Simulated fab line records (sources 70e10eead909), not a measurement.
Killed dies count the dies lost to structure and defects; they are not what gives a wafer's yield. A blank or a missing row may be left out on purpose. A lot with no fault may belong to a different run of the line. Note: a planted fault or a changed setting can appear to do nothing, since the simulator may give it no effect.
fab line records ; flow nand-harc
[record] lots = 24; wafers = 72; last-day = 24
route steps=1159 shown P_BONDPAD@377 A_ONON_D1@441 A_CHANNEL_HOLE_D1@463 A_CHANNEL_FILL_D1@517
lots that met no fault: taken from a fault-free run of the same line
start-h: hours from the record's opening day to when the first of the lot's shown wafers began ; wait-h: hours elapsed since this lot's preceding step ; " same as the row above ; L1.1+2: one row covering several wafers at once ; - no value present, or no start provided ; * or withheld: withheld ; < > ~ a bound
route shown NAME@n: names a module that has steps shown in the file, with the first one's number in the route ; usual: mean and standard deviation over wafers with no fault ; same: alike in all rows ; chamber/n: place in a boat ; sites: readings site by site ; _std_site: the standard deviation of these ; _edge_site: inner sites' mean taken away from outer sites' mean ; radius-mm: how far each site lies from the wafer's centre ; mask NAME#n: copy n ; behind: the last tool/chamber to shape the wafer ; hold: reason for holding the lot/hours on hold/outcome of the hold ; device: which transistor (n, p or np) failed to switch ; end of line: tests of these same wafers at the route's end ; a step given without rows: its recipe and nothing more ; killed: dies lost to structure and defects at the first sort, not the wafer's yield ; map: per-die view of a wafer (x killed, . not killed, _ where there is no die)
set.NAME: the setting the step ran with; set.NAME@STEP: the setting that earlier step ran with ; model.NAME: the simulator's own value behind a step, which no gauge read
a sample of lots followed through the steps of the route, with each step as a table and each wafer as a row
services: a tool's chamber out of use, with start hour (start-h, from the record's first day; less than 0 if before it), hours out, and reason
[[steps]]
[step NHARC_P_BONDPAD_PVD_27]
[recipe] target-thk-a = 300; chamber-pressure-pa = 5; power-w = 5000; substrate-temp-c = 30; time-s = 20.49; material = Cu
[usual] throttle-valve-pct = 29.8/0.99
lot.wafer;tool;chamber;start-h;wait-h;throttle-valve-pct
L074.4;pvd-sputter-03;-;-;-;29.7
L074.6;pvd-sputter-03;-;-;-;29.7
L074.5;pvd-sputter-03;-;-;-;27.6
L075.2;pvd-sputter-01;-;-;-;31.0
L075.4;pvd-sputter-01;-;-;-;28.7
L075.6;pvd-sputter-01;-;-;-;30.3
L076.2;pvd-sputter-01;-;-;-;30.7
L076.1;pvd-sputter-01;-;-;-;30.5
L076.6;pvd-sputter-01;-;-;-;28.9
L077.2;pvd-sputter-01;-;-;-;30.3
L077.1;pvd-sputter-01;-;-;-;28.8
L077.5;pvd-sputter-01;-;-;-;30.7
L080.3;pvd-sputter-02;-;-;-;32.0
L080.2;pvd-sputter-02;-;-;-;29.4
L080.6;pvd-sputter-02;-;-;-;32.3
L079.1;pvd-sputter-02;-;-;-;29.6
L079.3;pvd-sputter-02;-;-;-;29.2
L079.6;pvd-sputter-02;-;-;-;32.1
L078.2;pvd-sputter-02;-;-;-;30.5
L078.3;pvd-sputter-02;-;-;-;29.0
L078.4;pvd-sputter-02;-;-;-;29.0
L081.4;pvd-sputter-03;-;-;-;30.0
L081.2;pvd-sputter-03;-;-;-;27.9
L081.3;pvd-sputter-03;-;-;-;29.5
L082.1;pvd-sputter-03;-;-;-;29.6
L082.5;pvd-sputter-03;-;-;-;29.7
L082.6;pvd-sputter-03;-;-;-;29.7
L083.2;pvd-sputter-03;-;-;-;27.7
L083.1;pvd-sputter-03;-;-;-;29.6
L083.5;pvd-sputter-03;-;-;-;29.7
L084.3;pvd-sputter-02;-;-;-;30.2
L084.5;pvd-sputter-02;-;-;-;29.4
L084.6;pvd-sputter-02;-;-;-;29.2
L085.1;pvd-sputter-03;-;-;-;29.9
L085.4;pvd-sputter-03;-;-;-;29.5
L085.6;pvd-sputter-03;-;-;-;30.0
L088.4;pvd-sputter-01;-;-;-;30.0
L088.2;pvd-sputter-01;-;-;-;30.4
L088.5;pvd-sputter-01;-;-;-;29.0
L086.2;pvd-sputter-02;-;-;-;29.2
L086.1;pvd-sputter-02;-;-;-;32.0
L086.4;pvd-sputter-02;-;-;-;30.5
L087.4;pvd-sputter-03;-;-;-;29.8
L087.1;pvd-sputter-03;-;-;-;27.8
L087.5;pvd-sputter-03;-;-;-;29.3
L089.4;pvd-sputter-02;-;-;-;29.4
L089.1;pvd-sputter-02;-;-;-;29.0
L089.5;pvd-sputter-02;-;-;-;31.0
L090.3;pvd-sputter-01;-;-;-;30.5
L090.1;pvd-sputter-01;-;-;-;28.6
L090.5;pvd-sputter-01;-;-;-;30.5
L092.2;pvd-sputter-02;-;-;-;28.8
L092.3;pvd-sputter-02;-;-;-;29.5
L092.6;pvd-sputter-02;-;-;-;31.2
L091.4;pvd-sputter-02;-;-;-;28.6
L091.5;pvd-sputter-02;-;-;-;29.7
L091.6;pvd-sputter-02;-;-;-;28.7
L095.2;pvd-sputter-03;-;-;-;29.9
L095.3;pvd-sputter-03;-;-;-;29.4
L095.1;pvd-sputter-03;-;-;-;29.6
L094.4;pvd-sputter-01;-;-;-;30.2
L094.3;pvd-sputter-01;-;-;-;30.3
L094.2;pvd-sputter-01;-;-;-;28.7
L093.3;pvd-sputter-01;-;-;-;30.4
L093.4;pvd-sputter-01;-;-;-;30.4
L093.1;pvd-sputter-01;-;-;-;29.9
L096.2;pvd-sputter-03;-;-;-;29.5
L096.5;pvd-sputter-03;-;-;-;29.6
L096.6;pvd-sputter-03;-;-;-;29.6
L097.3;pvd-sputter-01;-;-;-;30.3
L097.1;pvd-sputter-01;-;-;-;29.0
L097.5;pvd-sputter-01;-;-;-;30.0
[step NHARC_A_ONON_D1_THK_MEAS_24]
[recipe] thk-meas-gauge = ellipsometry
[usual] thk-nm = 1002/8.9
lot.wafer;tool;chamber;start-h;wait-h;thk-nm
L074.4;film-metro-01;-;161.38;-;1006
L074.5;film-metro-01;-;161.38;-;1005
L074.6;film-metro-01;-;161.38;-;1005
L076.1;film-metro-02;-;179.08;-;993
L076.2;film-metro-02;-;179.08;-;992
L076.6;film-metro-02;-;179.08;-;995
L075.2;film-metro-01;-;179.09;-;993
L075.4;film-metro-01;-;179.09;-;994
L075.6;film-metro-01;-;179.09;-;993
L077.1;film-metro-01;-;185.37;-;991
L077.2;film-metro-01;-;185.37;-;994
L077.5;film-metro-01;-;185.37;-;993
L080.2;film-metro-02;-;185.37;-;998
L080.3;film-metro-02;-;185.37;-;1000
L080.6;film-metro-02;-;185.37;-;998
L079.1;film-metro-02;-;188.85;-;1013
L079.3;film-metro-02;-;188.85;-;1013
L079.6;film-metro-02;-;188.85;-;1012
L078.2;film-metro-02;-;193.95;-;1014
L078.3;film-metro-02;-;193.95;-;1016
L078.4;film-metro-02;-;193.95;-;1017
L081.2;film-metro-01;-;212.39;-;978
L081.3;film-metro-01;-;212.39;-;979
L081.4;film-metro-01;-;212.39;-;977
L083.1;film-metro-02;-;222.77;-;1003
L083.2;film-metro-02;-;222.77;-;1002
L083.5;film-metro-02;-;222.77;-;1003
L082.1;film-metro-01;-;222.80;-;1000
L082.5;film-metro-01;-;222.80;-;1001
L082.6;film-metro-01;-;222.80;-;1001
L084.3;film-metro-01;-;229.87;-;1003
L084.5;film-metro-01;-;229.87;-;1002
L084.6;film-metro-01;-;229.87;-;1004
L085.1;film-metro-02;-;238.75;-;1004
L085.4;film-metro-02;-;238.75;-;1003
L085.6;film-metro-02;-;238.75;-;1002
L086.1;film-metro-02;-;245.54;-;1010
L086.2;film-metro-02;-;245.54;-;1011
L086.4;film-metro-02;-;245.54;-;1012
L087.1;film-metro-01;-;245.67;-;994
L087.4;film-metro-01;-;245.67;-;994
L087.5;film-metro-01;-;245.67;-;994
L088.2;film-metro-02;-;245.88;-;999
L088.4;film-metro-02;-;245.88;-;1000
L088.5;film-metro-02;-;245.88;-;999
L089.1;film-metro-02;-;265.41;-;1005
L089.4;film-metro-02;-;265.41;-;1004
L089.5;film-metro-02;-;265.41;-;1005
L090.1;film-metro-01;-;265.57;-;1010
L090.3;film-metro-01;-;265.57;-;1010
L090.5;film-metro-01;-;265.57;-;1010
L092.2;film-metro-01;-;276.28;-;999
L092.3;film-metro-01;-;276.28;-;1003
L092.6;film-metro-01;-;276.28;-;1003
L091.4;film-metro-02;-;276.29;-;1006
L091.5;film-metro-02;-;276.29;-;1006
L091.6;film-metro-02;-;276.29;-;1006
L095.1;film-metro-02;-;290.92;-;1006
L095.2;film-metro-02;-;290.92;-;1009
L095.3;film-metro-02;-;290.92;-;1007
L094.2;film-metro-01;-;290.92;-;1006
L094.3;film-metro-01;-;290.92;-;1007
L094.4;film-metro-01;-;290.92;-;1006
L093.1;film-metro-01;-;296.29;-;988
L093.3;film-metro-01;-;296.29;-;989
L093.4;film-metro-01;-;296.29;-;989
L096.2;film-metro-02;-;296.30;-;992
L096.5;film-metro-02;-;296.30;-;989
L096.6;film-metro-02;-;296.30;-;993
L097.1;film-metro-02;-;309.45;-;1015
L097.3;film-metro-02;-;309.45;-;1014
L097.5;film-metro-02;-;309.45;-;1015
[step NHARC_A_ONON_D1_THK_MEAS_27]
[recipe] thk-meas-gauge = ellipsometry
[usual] thk-nm = 1003/7.4
lot.wafer;tool;chamber;start-h;wait-h;thk-nm
L074.4;film-metro-02;-;161.95;-;1000
L074.5;film-metro-02;-;161.95;-;1000
L074.6;film-metro-02;-;161.95;-;999
L076.1;film-metro-02;-;179.64;-;1001
L076.2;film-metro-02;-;179.64;-;1003
L076.6;film-metro-02;-;179.64;-;1001
L075.2;film-metro-01;-;179.66;-;1014
L075.4;film-metro-01;-;179.66;-;1013
L075.6;film-metro-01;-;179.66;-;1014
L077.1;film-metro-01;-;185.95;-;1002
L077.2;film-metro-01;-;185.95;-;1001
L077.5;film-metro-01;-;185.95;-;1002
L080.2;film-metro-02;-;185.97;-;1015
L080.3;film-metro-02;-;185.97;-;1016
L080.6;film-metro-02;-;185.97;-;1017
L079.1;film-metro-02;-;189.42;-;994
L079.3;film-metro-02;-;189.42;-;994
L079.6;film-metro-02;-;189.42;-;995
L078.2;film-metro-01;-;194.51;-;1003
L078.3;film-metro-01;-;194.51;-;1003
L078.4;film-metro-01;-;194.51;-;1003
L081.2;film-metro-02;-;212.96;-;1002
L081.3;film-metro-02;-;212.96;-;1004
L081.4;film-metro-02;-;212.96;-;1001
L083.1;film-metro-02;-;223.34;-;992
L083.2;film-metro-02;-;223.34;-;993
L083.5;film-metro-02;-;223.34;-;991
L082.1;film-metro-02;-;223.37;-;1000
L082.5;film-metro-02;-;223.37;-;1000
L082.6;film-metro-02;-;223.37;-;1000
L084.3;film-metro-02;-;230.44;-;1002
L084.5;film-metro-02;-;230.44;-;1002
L084.6;film-metro-02;-;230.44;-;1002
L085.1;film-metro-02;-;239.32;-;1010
L085.4;film-metro-02;-;239.32;-;1011
L085.6;film-metro-02;-;239.32;-;1009
L086.1;film-metro-02;-;246.13;-;993
L086.2;film-metro-02;-;246.13;-;995
L086.4;film-metro-02;-;246.13;-;996
L087.1;film-metro-01;-;246.23;-;992
L087.4;film-metro-01;-;246.23;-;994
L087.5;film-metro-01;-;246.23;-;994
L088.2;film-metro-02;-;246.47;-;996
L088.4;film-metro-02;-;246.47;-;995
L088.5;film-metro-02;-;246.47;-;995
L089.1;film-metro-01;-;265.98;-;996
L089.4;film-metro-01;-;265.98;-;996
L089.5;film-metro-01;-;265.98;-;996
L090.1;film-metro-01;-;266.15;-;1014
L090.3;film-metro-01;-;266.15;-;1012
L090.5;film-metro-01;-;266.15;-;1012
L092.2;film-metro-02;-;276.85;-;1007
L092.3;film-metro-02;-;276.85;-;1006
L092.6;film-metro-02;-;276.85;-;1007
L091.4;film-metro-01;-;276.86;-;1008
L091.5;film-metro-01;-;276.86;-;1007
L091.6;film-metro-01;-;276.86;-;1007
L094.2;film-metro-01;-;291.49;-;1000
L094.3;film-metro-01;-;291.49;-;1002
L094.4;film-metro-01;-;291.49;-;1001
L095.1;film-metro-02;-;291.49;-;995
L095.2;film-metro-02;-;291.49;-;996
L095.3;film-metro-02;-;291.49;-;996
L093.1;film-metro-02;-;296.86;-;1004
L093.3;film-metro-02;-;296.86;-;1004
L093.4;film-metro-02;-;296.86;-;1005
L096.2;film-metro-01;-;297.15;-;1019
L096.5;film-metro-01;-;297.15;-;1020
L096.6;film-metro-01;-;297.15;-;1019
L097.1;film-metro-02;-;310.01;-;1008
L097.3;film-metro-02;-;310.01;-;1007
L097.5;film-metro-02;-;310.01;-;1008
[step NHARC_A_CHANNEL_HOLE_D1_OVL_MEAS_11]
[usual] overlay-x-nm = 0.1/1; overlay-y-nm = 0.0/0.96
lot.wafer;tool;chamber;start-h;wait-h;overlay-x-nm;overlay-y-nm
L074.4;overlay-01;-;166.57;-;1.1;1.7
L074.5;overlay-01;-;166.57;-;1.7;0.8
L074.6;overlay-01;-;166.57;-;1.2;1.1
L076.1;overlay-01;-;183.65;-;-0.8;0.9
L076.2;overlay-01;-;183.65;-;-1.0;1.1
L076.6;overlay-01;-;183.65;-;-0.8;0.2
L075.2;overlay-02;-;185.57;-;0.3;0.0
L075.4;overlay-02;-;185.57;-;0.7;0.0
L075.6;overlay-02;-;185.57;-;0.5;0.0
L077.1;overlay-02;-;189.76;-;0.6;-1.5
L077.2;overlay-02;-;189.76;-;0.7;-1.1
L077.5;overlay-02;-;189.76;-;0.4;-1.7
L080.2;overlay-02;-;190.06;-;0.7;-0.4
L080.3;overlay-02;-;190.06;-;1.0;-0.2
L080.6;overlay-02;-;190.06;-;1.3;-0.3
L079.1;overlay-01;-;194.67;-;0.1;-0.1
L079.3;overlay-01;-;194.67;-;0.1;-0.7
L079.6;overlay-01;-;194.67;-;-0.2;-0.9
L078.2;overlay-01;-;198.54;-;-1.5;0.7
L078.3;overlay-01;-;198.54;-;-1.5;0.0
L078.4;overlay-01;-;198.54;-;-0.4;0.5
L081.2;overlay-02;-;216.89;-;1.5;1.1
L081.3;overlay-02;-;216.89;-;1.3;1.1
L081.4;overlay-02;-;216.89;-;1.4;1.1
L083.1;overlay-02;-;227.19;-;0.0;0.9
L083.2;overlay-02;-;227.19;-;0.0;1.3
L083.5;overlay-02;-;227.19;-;-0.2;0.8
L082.1;overlay-02;-;227.57;-;0.4;0.4
L082.5;overlay-02;-;227.57;-;-0.1;0.0
L082.6;overlay-02;-;227.57;-;0.2;0.2
L084.3;overlay-01;-;235.44;-;0.7;-1.4
L084.5;overlay-01;-;235.44;-;0.8;0.1
L084.6;overlay-01;-;235.44;-;1.0;-0.4
L085.1;overlay-02;-;243.60;-;-1.5;0.5
L085.4;overlay-02;-;243.60;-;-2.0;0.5
L085.6;overlay-02;-;243.60;-;-1.7;0.9
L086.1;overlay-01;-;250.14;-;-0.5;-0.2
L086.2;overlay-01;-;250.14;-;-0.1;0.0
L086.4;overlay-01;-;250.14;-;0.2;-0.1
L087.1;overlay-02;-;250.42;-;-0.7;0.7
L087.4;overlay-02;-;250.42;-;-0.8;-0.3
L087.5;overlay-02;-;250.42;-;-1.4;0.6
L088.2;overlay-02;-;250.73;-;0.0;0.8
L088.4;overlay-02;-;250.73;-;0.2;1.3
L088.5;overlay-02;-;250.73;-;-0.3;1.1
L089.1;overlay-01;-;270.26;-;-2.0;-0.2
L089.4;overlay-01;-;270.26;-;-1.7;-0.7
L089.5;overlay-01;-;270.26;-;-1.5;-0.4
L090.1;overlay-01;-;270.49;-;-0.7;1.2
L090.3;overlay-01;-;270.49;-;-0.3;0.9
L090.5;overlay-01;-;270.49;-;-1.2;1.6
L092.2;overlay-01;-;283.63;-;-0.8;-0.6
L092.3;overlay-01;-;283.63;-;-0.8;-1.3
L092.6;overlay-01;-;283.63;-;-0.4;-1.3
L091.4;overlay-02;-;283.83;-;2.2;-1.1
L091.5;overlay-02;-;283.83;-;2.1;-2.2
L091.6;overlay-02;-;283.83;-;1.7;-1.8
L094.2;overlay-01;-;295.42;-;1.0;-0.7
L094.3;overlay-01;-;295.42;-;0.5;-0.6
L094.4;overlay-01;-;295.42;-;0.7;-1.0
L095.1;overlay-01;-;296.09;-;1.8;-1.1
L095.2;overlay-01;-;296.09;-;1.3;-1.4
L095.3;overlay-01;-;296.09;-;1.0;-1.0
L093.1;overlay-02;-;304.00;-;-0.3;0.6
L093.3;overlay-02;-;304.00;-;0.7;0.1
L093.4;overlay-02;-;304.00;-;0.1;0.8
L096.2;overlay-02;-;304.48;-;0.7;-1.8
L096.5;overlay-02;-;304.48;-;0.5;-1.7
L096.6;overlay-02;-;304.48;-;-0.1;-1.8
L097.1;overlay-02;-;314.13;-;0.1;0.7
L097.3;overlay-02;-;314.13;-;-0.6;1.3
L097.5;overlay-02;-;314.13;-;-0.1;1.0
[step NHARC_A_CHANNEL_HOLE_D1_ETCH_20]
[recipe] bias-v = 3000; source-w = withheld; pressure-mtorr = 20; time-s = 361.9; ar-flow-sccm = 375; c4f8-flow-sccm = 89.3; o2-flow-sccm = 35.7; temp-c = -20; target-depth-a = 16000; chemistry = C4F8/O2/Ar
[usual] drypump-motor-current-A = 5.95/0.26; showerhead-plenum-p-Torr = 3.78/0.06; throttle-valve-pct = 32.153/0.0093
lot.wafer;tool;chamber;start-h;wait-h;drypump-motor-current-A;rf-hours-counter-h;showerhead-plenum-p-Torr;throttle-valve-pct
L074.4;har-etch-01;1;168.06;0.2;6.13;-;3.71;32.162
L074.5;har-etch-01;1;168.06;0.2;6.12;-;3.71;32.150
L074.6;har-etch-01;0;168.06;0.2;5.63;-;3.82;32.150
L076.1;har-etch-01;0;185.04;0.1;5.66;202;3.82;32.162
L076.2;har-etch-01;1;185.04;0.1;6.13;202;3.71;32.146
L076.6;har-etch-01;0;185.04;0.1;5.68;-;3.82;32.158
L075.2;har-etch-02;0;188.55;0.1;5.70;104;3.87;32.154
L075.4;har-etch-02;0;188.55;0.1;5.70;-;3.87;32.145
L075.6;har-etch-02;0;188.55;0.1;5.70;-;3.87;32.150
L077.2;har-etch-01;0;191.16;0.1;5.67;206;3.82;32.157
L077.1;har-etch-01;1;191.16;0.1;6.12;206;3.71;32.165
L077.5;har-etch-01;0;191.16;0.1;5.66;-;3.82;32.147
L080.2;har-etch-02;1;192.68;0.1;6.28;107;3.77;32.155
L080.3;har-etch-02;1;192.68;0.1;6.29;-;3.77;32.145
L080.6;har-etch-02;0;192.68;0.1;5.75;-;3.87;32.160
L079.1;har-etch-01;0;196.07;0.1;5.65;210;3.81;32.160
L079.3;har-etch-01;1;196.07;0.1;6.12;-;3.71;32.140
L079.6;har-etch-01;1;196.07;0.1;6.12;-;3.71;32.143
L078.2;har-etch-02;0;199.99;0.1;5.73;111;3.87;32.152
L078.3;har-etch-02;1;199.99;0.1;6.26;-;3.77;32.163
L078.4;har-etch-02;0;199.99;0.1;5.72;-;3.87;32.138
L081.2;har-etch-02;1;218.35;0.1;6.27;115;3.77;32.169
L081.3;har-etch-02;0;218.35;0.1;5.72;-;3.87;32.131
L081.4;har-etch-02;1;218.35;0.1;6.28;-;3.77;32.145
L083.2;har-etch-02;0;228.79;0.1;5.72;119;3.87;32.153
L083.1;har-etch-02;1;228.79;0.1;6.29;119;3.77;32.161
L083.5;har-etch-02;1;228.79;0.1;6.29;-;3.77;32.156
L082.1;har-etch-01;0;229.02;0.1;5.64;220;3.81;32.153
L082.6;har-etch-01;1;229.02;0.1;6.14;-;3.70;32.158
L082.5;har-etch-01;0;229.02;0.1;5.64;-;3.81;32.159
L084.3;har-etch-02;1;236.98;0.2;6.30;-;3.76;32.158
L084.5;har-etch-02;0;236.98;0.2;5.73;-;3.86;32.135
L084.6;har-etch-02;1;236.98;0.2;6.29;-;3.76;32.153
L085.1;har-etch-01;0;245.28;0.1;5.67;226;3.81;32.143
L085.4;har-etch-01;1;245.28;0.1;6.11;-;3.70;32.147
L085.6;har-etch-01;1;245.28;0.1;6.11;-;3.70;32.162
L086.1;har-etch-01;0;251.54;0.1;5.68;230;3.80;32.160
L086.2;har-etch-01;1;251.54;0.1;6.13;230;3.69;32.152
L086.4;har-etch-01;0;251.54;0.1;5.66;-;3.80;32.147
L087.1;har-etch-02;1;251.92;0.1;6.29;130;3.76;32.157
L087.4;har-etch-02;0;251.92;0.1;5.73;-;3.86;32.158
L087.5;har-etch-02;1;251.92;0.1;6.25;-;3.76;32.145
L088.2;har-etch-01;1;255.70;0.1;6.12;234;3.69;32.151
L088.4;har-etch-01;1;255.70;0.1;6.09;-;3.69;32.153
L088.5;har-etch-01;1;255.70;0.1;6.11;-;3.69;32.151
L089.1;har-etch-01;0;271.65;0.1;5.68;240;3.80;32.138
L089.4;har-etch-01;1;271.65;0.1;6.13;-;3.69;32.161
L089.5;har-etch-01;1;271.65;0.1;6.12;-;3.69;32.141
L090.1;har-etch-02;1;271.87;0.1;6.26;140;3.75;32.156
L090.3;har-etch-02;1;271.87;0.1;6.27;-;3.75;32.147
L090.5;har-etch-02;1;271.87;0.1;6.28;-;3.75;32.133
L092.2;har-etch-02;0;285.08;0.1;5.72;145;3.85;32.148
L092.3;har-etch-02;1;285.08;0.1;6.27;-;3.75;32.153
L092.6;har-etch-02;0;285.08;0.1;5.73;-;3.85;32.154
L091.4;har-etch-01;0;285.38;0.2;5.66;-;3.79;32.148
L091.6;har-etch-01;1;285.38;0.2;6.14;-;3.69;32.161
L091.5;har-etch-01;0;285.38;0.2;5.65;-;3.79;32.150
L094.2;har-etch-01;1;296.87;0.1;6.13;250;3.68;32.157
L094.3;har-etch-01;0;296.87;0.1;5.63;-;3.79;32.158
L094.4;har-etch-01;1;296.87;0.1;6.13;-;3.68;32.148
L095.1;har-etch-02;0;297.48;0.1;5.73;151;3.85;32.160
L095.2;har-etch-02;1;297.48;0.1;6.27;151;3.75;32.136
L095.3;har-etch-02;1;297.48;0.1;6.27;-;3.75;32.150
L093.1;har-etch-02;0;305.38;0.1;5.73;155;3.84;32.159
L093.3;har-etch-02;0;305.38;0.1;5.73;-;3.85;32.147
L093.4;har-etch-02;1;305.38;0.1;6.29;-;3.75;32.172
L096.2;har-etch-02;0;309.53;0.1;5.74;159;3.84;32.143
L096.5;har-etch-02;0;309.53;0.1;5.72;-;3.84;32.162
L096.6;har-etch-02;1;309.53;0.1;6.28;-;3.74;32.148
L097.1;har-etch-02;1;317.08;0.1;6.26;165;3.74;32.157
L097.3;har-etch-02;1;317.08;0.1;6.28;-;3.74;32.156
L097.5;har-etch-02;0;317.08;0.1;5.74;-;3.84;32.151
[step NHARC_A_CHANNEL_FILL_D1_RTA_24]
[recipe] temp-c = 1000; time-s = 5
[usual] lamp-power-pct = 31.71/0.097; wafer_temp_C_max = 1004.8/1
lot.wafer;tool;chamber;start-h;wait-h;lamp-power-pct;wafer_temp_C_max
L074.4;rtp-anneal-02;0;221.53;0.1;31.84;1004.6
L074.5;rtp-anneal-02;0;221.53;0.1;31.86;1004.9
L074.6;rtp-anneal-02;0;221.53;0.1;31.81;1005.1
L076.1;rtp-anneal-01;0;239.80;0.2;31.73;1005.1
L076.2;rtp-anneal-01;0;239.80;0.2;31.67;1004.9
L076.6;rtp-anneal-01;0;239.80;0.2;31.67;1004.4
L075.2;rtp-anneal-02;0;239.88;0.3;31.79;1004.8
L075.4;rtp-anneal-02;0;239.88;0.3;31.78;1004.2
L075.6;rtp-anneal-02;0;239.88;0.3;31.83;1002.7
L077.1;rtp-anneal-01;0;239.97;0.4;31.65;1004.5
L077.2;rtp-anneal-01;0;239.97;0.4;31.60;1003.7
L077.5;rtp-anneal-01;0;239.97;0.4;31.64;1005.8
L079.1;rtp-anneal-02;0;247.37;0.0;31.83;1004.5
L079.3;rtp-anneal-02;0;247.37;0.0;31.80;1004.1
L079.6;rtp-anneal-02;0;247.37;0.0;31.82;1003.6
L080.2;rtp-anneal-01;0;247.43;0.1;31.68;1004.8
L080.3;rtp-anneal-01;0;247.43;0.1;31.64;1004.4
L080.6;rtp-anneal-01;0;247.43;0.1;31.70;1005.0
L078.2;rtp-anneal-01;0;254.35;0.1;31.55;1004.3
L078.3;rtp-anneal-01;0;254.35;0.1;31.53;1005.7
L078.4;rtp-anneal-01;0;254.35;0.1;31.62;1005.7
L081.2;rtp-anneal-02;0;274.71;0.1;31.85;1005.8
L081.3;rtp-anneal-02;0;274.71;0.1;31.85;1002.9
L081.4;rtp-anneal-02;0;274.71;0.1;31.81;1006.7
L083.1;rtp-anneal-02;0;282.01;0.0;31.79;1004.0
L083.2;rtp-anneal-02;0;282.01;0.0;31.78;1004.3
L083.5;rtp-anneal-02;0;282.01;0.0;31.79;1005.1
L082.1;rtp-anneal-01;0;282.03;0.0;31.63;1005.6
L082.5;rtp-anneal-01;0;282.03;0.0;31.62;1005.5
L082.6;rtp-anneal-01;0;282.03;0.0;31.66;1005.7
L084.3;rtp-anneal-02;0;294.97;0.1;31.71;1003.5
L084.5;rtp-anneal-02;0;294.97;0.1;31.78;1002.8
L084.6;rtp-anneal-02;0;294.97;0.1;31.75;1004.9
L085.1;rtp-anneal-02;0;298.97;0.0;31.78;1003.1
L085.4;rtp-anneal-02;0;298.97;0.0;31.79;1004.5
L085.6;rtp-anneal-02;0;298.97;0.0;31.84;1005.4
L086.1;rtp-anneal-01;0;305.14;0.2;31.65;1005.3
L086.2;rtp-anneal-01;0;305.14;0.2;31.57;1004.0
L086.4;rtp-anneal-01;0;305.14;0.2;31.63;1006.8
L087.1;rtp-anneal-01;0;305.48;0.5;31.62;1003.8
L087.4;rtp-anneal-01;0;305.48;0.5;31.64;1005.1
L087.5;rtp-anneal-01;0;305.48;0.5;31.61;1004.1
L088.2;rtp-anneal-01;0;309.55;0.1;31.59;1004.7
L088.4;rtp-anneal-01;0;309.55;0.1;31.67;1004.7
L088.5;rtp-anneal-01;0;309.55;0.1;31.60;1004.5
L089.1;rtp-anneal-01;0;325.96;0.2;31.62;1003.6
L089.4;rtp-anneal-01;0;325.96;0.2;31.53;1005.8
L089.5;rtp-anneal-01;0;325.96;0.2;31.55;1006.3
L090.1;rtp-anneal-02;0;325.97;0.2;31.85;1006.0
L090.3;rtp-anneal-02;0;325.97;0.2;31.75;1004.2
L090.5;rtp-anneal-02;0;325.97;0.2;31.82;1002.7
L092.2;rtp-anneal-02;0;338.57;0.3;31.83;1004.4
L092.3;rtp-anneal-02;0;338.57;0.3;31.80;1007.7
L092.6;rtp-anneal-02;0;338.57;0.3;31.76;1003.5
L091.4;rtp-anneal-02;0;338.79;0.5;31.83;1004.3
L091.5;rtp-anneal-02;0;338.79;0.5;31.80;1003.9
L091.6;rtp-anneal-02;0;338.79;0.5;31.79;1004.6
L094.2;rtp-anneal-02;0;352.03;0.1;31.80;1006.8
L094.3;rtp-anneal-02;0;352.03;0.1;31.78;1006.9
L094.4;rtp-anneal-02;0;352.03;0.1;31.77;1005.9
L095.1;rtp-anneal-01;0;352.17;0.1;31.68;1004.1
L095.2;rtp-anneal-01;0;352.17;0.1;31.65;1004.7
L095.3;rtp-anneal-01;0;352.17;0.1;31.64;1004.8
L093.1;rtp-anneal-01;0;359.41;0.0;31.54;1005.4
L093.3;rtp-anneal-01;0;359.41;0.0;31.57;1005.1
L093.4;rtp-anneal-01;0;359.41;0.0;31.68;1004.4
L096.2;rtp-anneal-01;0;364.47;0.1;31.65;1005.4
L096.5;rtp-anneal-01;0;364.47;0.1;31.63;1005.5
L096.6;rtp-anneal-01;0;364.47;0.1;31.62;1003.9
L097.1;rtp-anneal-01;0;371.82;0.0;31.71;1004.0
L097.3;rtp-anneal-01;0;371.82;0.0;31.63;1006.1
L097.5;rtp-anneal-01;0;371.82;0.0;31.67;1004.5
[[services]]
tool;chamber;start-h;hours;kind
pvd-sputter-03;-;102.00;10.0;pm
pvd-sputter-01;-;129.11;5.5;repair
har-etch-01;-;136.13;0.8;repair
pvd-sputter-01;-;183.89;9.4;repair
pvd-sputter-02;-;214.00;10.0;pm
pvd-sputter-03;-;218.39;12.4;repair
pvd-sputter-03;-;280.00;10.0;pm
rtp-anneal-02;-;300.00;12.0;pm
har-etch-01;-;305.00;17.0;pm
har-etch-01;0;305.00;17.0;vent-cycle
har-etch-01;1;305.00;17.0;vent-cycle
pvd-sputter-02;-;310.37;3.2;repair
pvd-sputter-01;-;314.82;0.5;repair
pvd-sputter-01;-;320.32;4.7;repair
har-etch-01;0;322.00;-;clean
har-etch-01;0;322.00;-;consumable-replace:focus-ring
har-etch-01;1;322.00;-;clean
har-etch-01;1;322.00;-;consumable-replace:focus-ring
pvd-sputter-01;-;336.02;10.0;pm
pvd-sputter-02;-;370.83;3.6;repair
[[key]]
fault none
